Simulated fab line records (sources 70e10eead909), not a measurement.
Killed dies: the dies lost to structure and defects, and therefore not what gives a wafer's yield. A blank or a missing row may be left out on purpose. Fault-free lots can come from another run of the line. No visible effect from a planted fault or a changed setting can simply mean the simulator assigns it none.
Matching of chambers | flow nand harc | pecvd-02 running NHARC_A_STAIRCASE_DEP_325: 3 sister chambers
The step deposits SiO2, target thk 7200 nm. 6 wafers are shown with their chamber, then 8 later ones without.

## WAFERS, EACH WITH ITS CHAMBER
wafer  | chamber | heater power w (W) | heater power outer w (W)
L082.1 | 2       | 867                | 476
L082.3 | 0       | 642                | 367
L086.3 | 0       | 641                | 364
L086.5 | 1       | 562                | 341
L086.6 | 2       | 721                | 380
L088.2 | 1       | 656                | 413

## WAFERS MISSING THEIR CHAMBER
wafer  | heater power w (W) | heater power outer w (W)
L088.3 | 874                | 483
L088.6 | 568                | 328
L093.1 | 766                | 406
L093.2 | 695                | 409
L093.4 | 779                | 396
L096.2 | 743                | 475
L096.4 | 565                | 326
L096.6 | 760                | 405

## CHAMBER TAKEN BY EACH
wafer  | from the rows above          | in truth
L088.3 | 2                            | 2
L088.6 | can't be placed: 1 or 0      | 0
L093.1 | can't be placed: 2 or 0 or 1 | 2
L093.2 | can't be placed: 0 or 1 or 2 | 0
L093.4 | can't be placed: 2 or 0 or 1 | 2
L096.2 | can't be placed: 2 or 0 or 1 | 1
L096.4 | can't be placed: 1 or 0      | 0
L096.6 | can't be placed: 2 or 0 or 1 | 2
Correctly placed: 1 of 8. Can't be placed from these rows: 7 (the true chamber is among the candidates in 7). Placed wrongly: 0.
How it was worked out, from the rows above alone: a wafer's distance from a chamber is the root of the sum, over the readings, of the square of ((its reading less the chamber's mean) divided by the reading's scatter). The wafer belongs to the nearest chamber; if the next one is less than 2 further off, it can't be placed. Each chamber's mean is taken over the wafers shown for it. The scatter: take each reading less its chamber's mean, square it, sum over the shown wafers, divide by the number of wafers less the number of chambers, and take the root.
